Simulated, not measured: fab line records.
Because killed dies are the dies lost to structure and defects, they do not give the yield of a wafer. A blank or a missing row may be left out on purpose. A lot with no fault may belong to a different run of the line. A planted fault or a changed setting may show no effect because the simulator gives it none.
fab line records	flow nandHarc
record: lots: 7	wafers: 21	lastDay: 33
route steps=1302 shown A_CHANNEL_HOLE_D1@454 END@1302
lots with no fault: from the same line, run without faults
startH: the number of hours between the record's first day and the start of the first shown wafer of the lot	waitH: hours from the lot's prior step to this one	" as in the row above	L1.1+2: a row that stands for several wafers	- no value present, or no start provided	* or withheld: withheld	< > ~ a bound
route shown NAME@n: a module of which the file shows steps, and the number in the route of the first	usual: average and standard deviation across the fault-free wafers	same: alike in all rows	chamber/n: place in a boat	sites: each site's reading	_std_site: how widely they spread, as a standard deviation	_edge_site: mean of outer sites minus mean of inner sites	radiusMm: for every site, how far away it sits from the centre of the wafer	mask NAME#n: copy n	behind: the last tool/chamber to shape the wafer	hold: reason for holding the lot/hours on hold/outcome of the hold	device: whichever transistor did not switch (one of n, p or np)	end of line: the tests these same wafers got at the end of their route	a step given without rows: its recipe and nothing more	killed: dies that structure and defects cost at the first sort, which is not the same as the wafer's yield	map: a wafer's dies, x killed, . not, _ none there
set.NAME: the run value of the setting; set.NAME@STEP: its run value at that earlier step	model.NAME: the simulator's own value behind a step, which no gauge read
certain route steps with their lots: each step a table, each wafer a row
services: a tool's chamber out of use, with start hour (startH, from the record's first day; less than 0 if before it), hours out, and reason
== steps ==
step: NHARC_A_CHANNEL_HOLE_D1_COAT_36
recipe: tempC: 260	timeS: 75
step: NHARC_A_CHANNEL_HOLE_D1_COAT_37
recipe: tempC: 225	timeS: 65
step: NHARC_A_CHANNEL_HOLE_D1_COAT_04
recipe: spinRpm: 1500	resistThkNm: 90
step: NHARC_A_CHANNEL_HOLE_D1_SOFTBAKE_05
recipe: tempC: 105	timeS: 55
step: NHARC_A_CHANNEL_HOLE_D1_EBR_06
step: NHARC_A_CHANNEL_HOLE_D1_EXPOSE_07
recipe: na: 1.35	targetCdNm: 100	sigmaOuter: 0.3	doseMj: 59.65	maskId: HOLE_D1
step: NHARC_A_CHANNEL_HOLE_D1_PEB_08
recipe: pebTempC: 100	pebTimeS: 65
step: NHARC_A_CHANNEL_HOLE_D1_DEVELOP_09
recipe: developTimeS: 35	devTempC: 23
step: NHARC_A_CHANNEL_HOLE_D1_CD_MEAS_10
recipe: targetCdNm: 100	landingEnergyEv: 500
usual: cdNm: 100.1/0.44
lot.wafer	tool	chamber	startH	waitH	cdNm
L989.2	cdSem-03	0	205.28	-	99.8
L989.3	"	0	"	"	99.9
L989.6	"	0	"	"	99.0
L996.1	cdSem-02	0	269.15	-	99.9
L996.2	"	0	"	"	100.3
L996.5	"	0	"	"	100.2
L997.2	cdSem-02	0	284.63	-	100.5
L997.3	"	0	"	"	101.0
L997.4	"	0	"	"	100.6
L998.2	cdSem-03	0	286.66	-	99.9
L998.5	"	0	"	"	99.4
L998.6	"	0	"	"	100.2
L104.3	cdSem-02	0	348.59	-	100.6
L104.5	"	0	"	"	100.5
L104.6	"	0	"	"	100.5
L105.1	cdSem-03	0	355.52	-	99.5
L105.3	"	0	"	"	99.8
L105.5	"	0	"	"	99.7
L110.1	cdSem-03	0	407.83	-	100.7
L110.3	"	0	"	"	100.3
L110.5	"	0	"	"	100.0
step: NHARC_A_CHANNEL_HOLE_D1_OVL_MEAS_11
usual: overlayXNm: 0.3/0.87	overlayYNm: -0.1/0.73
lot.wafer	tool	chamber	startH	waitH	overlayXNm	overlayYNm
L989.2	overlay-02	-	205.37	-	0.6	0.7
L989.3	"	-	"	"	0.8	0.8
L989.6	"	-	"	"	0.9	1.0
L996.1	overlay-01	-	269.24	-	0.0	0.9
L996.2	"	-	"	"	0.2	0.9
L996.5	"	-	"	"	0.9	0.3
L997.2	overlay-02	-	284.72	-	0.5	-0.8
L997.3	"	-	"	"	0.8	-0.8
L997.4	"	-	"	"	0.7	-0.6
L998.2	overlay-02	-	286.75	-	1.0	0.4
L998.5	"	-	"	"	0.8	0.8
L998.6	"	-	"	"	1.5	1.0
L104.3	overlay-02	-	348.67	-	-0.4	0.4
L104.5	"	-	"	"	0.8	0.0
L104.6	"	-	"	"	0.3	-0.3
L105.1	overlay-01	-	355.60	-	-0.1	0.6
L105.3	"	-	"	"	0.6	-0.7
L105.5	"	-	"	"	0.3	-0.3
L110.1	overlay-01	-	407.92	-	0.6	-1.3
L110.3	"	-	"	"	0.2	-1.2
L110.5	"	-	"	"	0.4	-0.8
step: NHARC_A_CHANNEL_HOLE_D1_INSPECT_12
usual: rawDefectCount: 5.6/2.7
lot.wafer	tool	chamber	startH	waitH	rawDefectCount
L989.2	defectInspect-01	-	205.40	0.0	5
L989.3	"	-	"	"	6
L989.6	"	-	"	"	8
L996.1	defectInspect-01	-	269.28	0.0	3
L996.2	"	-	"	"	4
L996.5	"	-	"	"	2
L997.2	defectInspect-02	-	284.76	0.0	6
L997.3	"	-	"	"	6
L997.4	"	-	"	"	9
L998.2	defectInspect-02	-	286.79	0.0	5
L998.5	"	-	"	"	6
L998.6	"	-	"	"	4
L104.3	defectInspect-01	-	348.71	0.0	10
L104.5	"	-	"	"	6
L104.6	"	-	"	"	5
L105.1	defectInspect-02	-	355.64	0.0	3
L105.3	"	-	"	"	8
L105.5	"	-	"	"	5
L110.1	defectInspect-02	-	407.95	0.0	3
L110.3	"	-	"	"	12
L110.5	"	-	"	"	5
step: NHARC_A_CHANNEL_HOLE_D1_DESCUM_15
recipe: timeS: 3	o2FlowSccm: 200	arFlowSccm: 0	biasPowerW: 0	chemistry: O2
usual: drypumpMotorCurrentA: 5.7/0.37	oesProductAu: 1.002/0.0075	rfVppV: 57.7/0.93	showerheadPlenumPTorr: 1.88/0.083	throttleValvePct: 11.313/0.0086
same: timeS: 3
lot.wafer	tool	chamber	startH	waitH	drypumpMotorCurrentA	oesProductAu	rfHoursCounterH	rfVppV	showerheadPlenumPTorr	throttleValvePct
L989.2	rieDiel-08	0	205.46	0.1	5.2	1.002	0	58.6	2.03	11.294
L989.3	"	3	"	"	5.5	1.003	0	58.6	1.88	11.311
L989.6	"	0	"	"	5.2	1.000	-	59.9	2.03	11.318
L996.2	rieDiel-08	3	269.34	0.1	5.5	0.989	6	56.2	1.88	11.313
L996.1	"	2	"	"	5.7	1.002	6	58.0	1.85	11.328
L996.5	"	0	"	"	5.2	0.994	-	59.1	2.03	11.290
L997.4	rieDiel-08	0	284.82	0.1	5.2	0.994	7	57.5	2.03	11.312
L997.2	"	1	"	"	5.9	1.009	7	56.0	1.81	11.330
L997.3	"	3	"	"	5.5	1.005	7	57.6	1.88	11.323
L998.2	rieDiel-08	2	286.85	0.1	5.7	1.004	8	59.0	1.85	11.325
L998.6	"	1	"	"	5.9	1.012	-	58.1	1.81	11.319
L998.5	"	2	"	"	5.7	1.000	-	57.5	1.85	11.314
L104.3	rieDiel-01	0	348.77	0.1	5.8	0.995	49	57.6	1.78	11.318
L104.6	"	2	"	"	5.5	0.989	-	59.1	1.96	11.314
L104.5	"	3	"	"	6.5	1.005	-	57.0	1.82	11.325
L105.3	rieDiel-08	0	355.71	0.1	5.2	1.005	13	57.8	2.03	11.294
L105.1	"	2	"	"	5.7	1.004	11	58.3	1.85	11.327
L105.5	"	0	"	"	5.2	1.003	-	58.5	2.03	11.316
L110.3	rieDiel-08	3	408.03	0.1	5.5	0.993	2	58.2	1.88	11.313
L110.1	"	0	"	"	5.2	0.992	3	59.1	2.03	11.326
L110.5	"	1	"	"	5.9	0.997	-	56.8	1.81	11.314
step: NHARC_A_CHANNEL_HOLE_D1_ETCH_38
recipe: targetDepthA: 390	overEtchFrac: 0.3	timeS: 65	ionEnergyEv: 80	cf4FlowSccm: 150	arFlowSccm: 0	rfW: 300	biasW: 100	chemistry: CF4
usual: biasW: 99.99/0.3	drypumpMotorCurrentA: 5.6/0.36	oesProductAu: 1.001/0.0073	rfVppV: 151.0/1.4	runLengthS: 86.4/0.49	showerheadPlenumPTorr: 1.75/0.074	throttleValvePct: 13.283/0.0086
lot.wafer	tool	chamber	startH	waitH	biasW	drypumpMotorCurrentA	oesProductAu	rfHoursCounterH	rfVppV	runLengthS	showerheadPlenumPTorr	throttleValvePct
L989.2	rieDiel-08	2	205.56	0.1	99.76	5.7	1.001	0	151.7	86.9	1.72	13.289
L989.3	"	3	"	"	99.81	5.5	1.003	0	151.9	85.8	1.74	13.282
L989.6	"	1	"	"	99.69	5.9	1.003	-	149.4	86.6	1.68	13.284
L996.2	rieDiel-08	2	269.42	0.1	100.10	5.7	1.005	6	151.9	86.6	1.72	13.294
L996.1	"	0	"	"	99.81	5.2	0.996	6	150.7	85.9	1.87	13.268
L996.5	"	2	"	"	-	5.7	1.000	-	150.3	69.6	1.72	13.305
L997.4	rieDiel-08	2	284.90	0.1	-	5.7	0.992	7	148.8	69.8	1.72	13.299
L997.2	"	3	"	"	99.86	5.5	1.006	7	151.1	85.9	1.74	13.290
L997.3	"	1	"	"	100.03	5.9	1.007	7	150.1	86.6	1.68	13.273
L998.2	rieDiel-08	3	286.93	0.1	99.90	5.5	1.020	8	150.2	85.6	1.74	13.277
L998.5	"	3	"	"	-	5.5	1.014	-	150.9	68.7	1.74	13.280
L998.6	"	0	"	"	99.69	5.2	0.999	-	153.6	85.9	1.87	13.292
L104.3	rieDiel-01	0	348.89	0.1	99.67	5.8	1.005	49	150.2	86.9	1.66	13.293
L104.5	"	3	"	"	100.71	6.5	1.007	-	149.6	86.9	1.69	13.277
L104.6	"	0	"	"	99.57	5.8	1.003	-	150.5	86.6	1.66	13.276
L105.3	rieDiel-08	1	355.79	0.1	100.29	5.9	1.015	12	150.7	86.4	1.68	13.299
L105.1	"	2	"	"	100.08	5.7	1.004	11	149.6	87.1	1.72	13.278
L105.5	"	0	"	"	100.36	5.2	0.996	-	151.8	85.9	1.87	13.289
L110.1	rieDiel-08	0	408.14	0.1	100.05	5.2	0.990	3	151.9	86.6	1.87	13.280
L110.3	"	1	"	"	100.28	5.9	1.000	3	151.1	86.6	1.68	13.279
L110.5	"	3	"	"	99.79	5.5	0.993	-	150.0	85.9	1.74	13.286
step: NHARC_A_CHANNEL_HOLE_D1_ETCH_39
recipe: targetDepthA: 2600	overEtchFrac: 0.3	timeS: 325	ionEnergyEv: 200	n2FlowSccm: 150	h2FlowSccm: 150	arFlowSccm: 0	rfW: 400	biasW: 150	chemistry: N2/H2
usual: biasW: 150.0/0.41	drypumpMotorCurrentA: 5.7/0.37	oesProductAu: 1.000/0.0074	rfVppV: 429.7/2.8	runLengthS: 346.4/0.53	showerheadPlenumPTorr: 2.01/0.091	throttleValvePct: 14.171/0.01
same: timeS: 325
lot.wafer	tool	chamber	startH	waitH	biasW	drypumpMotorCurrentA	oesProductAu	rfHoursCounterH	rfVppV	runLengthS	showerheadPlenumPTorr	throttleValvePct
L989.3	rieDiel-08	1	-	-	151.0	5.9	0.990	0	425.8	347.0	1.93	14.144
L989.2	"	2	"	"	149.7	5.7	0.994	0	428.7	346.6	1.97	14.182
L989.6	"	2	"	"	150.2	5.7	1.003	-	427.9	346.8	1.97	14.170
L996.1	rieDiel-08	0	-	-	149.9	5.3	1.000	6	432.5	345.9	2.17	14.172
L996.2	"	2	"	"	149.6	5.7	1.013	6	428.7	346.7	1.97	14.160
L996.5	"	0	"	"	150.0	5.3	1.003	-	434.4	346.3	2.17	14.168
L997.2	rieDiel-08	0	-	-	149.3	5.2	0.996	7	435.1	345.9	2.17	14.189
L997.4	"	1	"	"	149.9	5.9	0.997	7	426.2	346.4	1.92	14.166
L997.3	"	3	"	"	150.2	5.5	0.993	7	428.6	345.4	2.00	14.165
L998.2	rieDiel-08	3	-	-	150.3	5.5	1.012	8	428.7	345.8	2.00	14.164
L998.6	"	3	"	"	149.6	5.5	1.025	-	429.1	345.7	2.00	14.177
L998.5	"	0	"	"	149.3	5.2	0.997	-	435.1	345.8	2.17	14.174
L104.3	rieDiel-01	3	-	-	150.7	6.6	1.004	46	427.7	346.9	1.94	14.165
L104.6	"	3	"	"	150.8	6.6	1.004	-	428.0	347.4	1.94	14.169
L104.5	"	0	"	"	150.0	5.8	1.000	-	424.3	347.3	1.90	14.170
L105.3	rieDiel-08	0	-	-	149.7	5.2	0.997	13	436.0	345.9	2.17	14.165
L105.1	"	3	"	"	150.4	5.5	1.003	12	430.6	345.6	2.00	14.186
L105.5	"	1	"	"	150.3	5.9	1.002	-	427.3	346.5	1.92	14.160
L110.3	rieDiel-08	2	-	-	149.6	5.7	0.998	2	427.9	347.3	1.97	14.183
L110.1	"	1	"	"	149.6	5.9	0.997	3	426.7	347.0	1.92	14.178
L110.5	"	3	"	"	150.1	5.5	0.990	-	429.2	345.5	2.00	14.184
step: NHARC_END_SORT_01
recipe: tempC: 25
usual: killedAtArray: 56/20	killedAtOther: 1/1.3	killedAtPeriphery: 3.5/2.7	killedDies: 60/20	killedOpen: 3.3/1.6	killedShort: 2.4/1.5
same: grossDies: 677
lot.wafer	tool	chamber	startH	waitH	killedAtArray	killedAtOther	killedAtPeriphery	killedDies	killedOpen	killedShort
L996.5	prober-02	0	650.45	3.7	120	0	3	123	1	4
L998.5	prober-01	0	658.45	3.7	84	2	3	89	1	5
L997.2	prober-02	0	656.07	2.8	56	4	2	62	4	1
L997.4	prober-02	0	657.68	3.4	145	0	2	147	4	2
killed by level:class
L996.5 A_CHANNEL_HOLE_D1:areaEtch=70 A_SLIT:chamberFilmFlake=25 A_CHANNEL_HOLE_D2:chamberFilmFlake=9 P_BONDPAD:chamberFilmFlake=3 A_CHANNEL_FILL_D1:chamberFilmFlake=3 A_CHANNEL_FILL_D1:geometricParticle:short=2 A_CHANNEL_HOLE_D1:chamberFilmFlake=2 A_STAIRCASE:chamberFilmFlake=2
L997.2 A_SLIT:chamberFilmFlake=35 A_CHANNEL_HOLE_D1:chamberFilmFlake=6 THIN_TSV:chamberFilmFlake=4 A_M0:geometricParticle:open=3 A_CHANNEL_HOLE_D2:chamberFilmFlake=3 P_GATE:chamberFilmFlake=2 A_CHANNEL_FILL_D1:chamberFilmFlake=2 A_STAIRCASE:chamberFilmFlake=2
L997.4 A_CHANNEL_HOLE_D1:areaEtch=86 A_SLIT:chamberFilmFlake=34 A_CHANNEL_HOLE_D2:chamberFilmFlake=7 A_ZERO_WELL:chamberFilmFlake=3 A_CHANNEL_HOLE_D1:chamberFilmFlake=3 A_STAIRCASE:chamberFilmFlake=3 P_M0:geometricParticle:open=2 A_M1:chamberFilmFlake=2
L998.5 A_CHANNEL_HOLE_D1:areaEtch=36 A_CHANNEL_HOLE_D2:chamberFilmFlake=20 A_CHANNEL_HOLE_D1:chamberFilmFlake=19 A_SGD_CUT:geometricParticle:short=2 A_STAIRCASE:chamberFilmFlake=2 THIN_TSV:chamberFilmFlake=2 P_M1:geometricParticle:short=1 A_CHANNEL_HOLE_D1:geometricParticle:open=1
map L996.5 (x killed, . not)
____________.____________
_________......._________
_______.....x....._______
______...........x.______
_____..............._____
____.......x.x.......____
____.................____
___x.......x.x.x......___
___.....x.............___
__........xx..x........__
__....x.....x....x.....__
_........x.......x...x.._
_...............x......._
_..x.....x....xxx......._
_...x...x....xxxx.....xx_
_...x.xxx..x.xx.xx......_
...x.......x...........x.
.........xxx...xx........
.......x..x....xx..x.xx..
.....x.x.x.....xxx.......
.......xx..xx.x.x........
_.......xx..x..x.......x_
_..........x..xxxxxx...._
_...........x..x..x....._
_.....x..x.xxx.xxxx....._
_...x........x.xxxx....._
__........x....xx....x.__
__.......x....x.xx.....__
___.....x.....xxxxxx..___
___...x........xxxxx..___
____.............xx..____
____.............x...____
_____............x.._____
______.............______
_______..........._______
_________......._________
____________.____________
map L997.4 (x killed, . not)
____________.____________
_________......._________
_______......x...x_______
______.............______
_____.x............._____
____........x........____
____.................____
___..x..........x.x..x___
___......x............___
__.......x..x..........__
__.....xxx...x..x......__
_......x.xxx.x..x......._
_......x.x..xx.........._
_...x.......x.x........._
_.x..xxxx.x.xx.........x_
_.......x..x.xxx..xx...._
......xx.....x...x.......
x..xx...x.x.x....xx......
.....xxx..xx.x...........
......xx.x.x..x.x........
...xx..xx.xxxx.xx........
_...x...xxx.x..xx...x..._
_.....xx.....x.x.xx....._
_..x.....xx....xx.xx...._
_.....x.xxx.x.x.xxx....._
_....x........xxxxx.x..._
__.........x..x.xxxxx..__
__........x...x.xxxx..x__
___.....x....xx.xx.x..___
___...........xxxx..x.___
____..........xxxx..x____
____........x........____
_____..............._____
______.............______
_______..........._______
_________......._________
____________.____________
== services ==
tool	chamber	startH	hours	kind
rieDiel-08	-	190.81	9.0	pm
rieDiel-08	0	190.81	9.0	ventCycle
rieDiel-08	1	190.81	9.0	ventCycle
rieDiel-08	2	190.81	9.0	ventCycle
rieDiel-08	3	190.81	9.0	ventCycle
rieDiel-08	0	199.81	-	clean
rieDiel-08	1	199.81	-	clean
rieDiel-08	2	199.81	-	clean
rieDiel-08	3	199.81	-	clean
rieDiel-01	-	203.80	9.0	pm
rieDiel-08	0	224.31	-	clean
rieDiel-08	1	224.31	-	clean
rieDiel-08	2	224.31	-	clean
rieDiel-08	3	224.31	-	clean
rieDiel-08	-	233.14	0.8	repair
rieDiel-01	-	241.30	0.4	repair
rieDiel-08	0	248.81	-	clean
rieDiel-01	2	252.71	5.5	repair
rieDiel-01	-	276.69	1.2	repair
rieDiel-08	-	314.90	1.0	repair
rieDiel-01	1	342.60	41.4	repair
rieDiel-01	3	355.41	3.9	repair
rieDiel-08	-	367.81	9.0	pm
rieDiel-01	-	380.94	9.0	pm
== key ==
firstSign: step: NHARC_A_CHANNEL_HOLE_D1_ETCH_38	reading: runLengthS	direction: down	sigmas: 35	usual: *	struck: *
effect: step: NHARC_END_SORT_01	reading: killedAtArray	direction: up	sigmas: 3.1	usual: 56	struck: 116	wafersMoved: 2
moreKillsBornAt: NHARC_A_CHANNEL_HOLE_D1_ETCH_38@rieDiel-08: 192
metAt NHARC_A_CHANNEL_HOLE_D1_ETCH_38
struckWafers L996.5,L997.4,L998.5
testerLeftOut L996,L997,L998
onsetBetween 205.56 269.42
fault: kind: processParameterDrift	tool: rieDiel-08	chamber: -	onsetH: 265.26	steps: NHARC_A_CHANNEL_HOLE_D1_ETCH_38	channel: timeS	offset: *	shape: step	endH: 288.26	scope: struckWafersOnly	actsIn: *	stated: *
testerLeftOut: of these lots the tester's yield and bins aren't shown, on N5 and GAA mostly nor the transistor test; their killed dies are dies lost to structure and defects alone, not to doping, threshold or leakage, so they don't give the yield
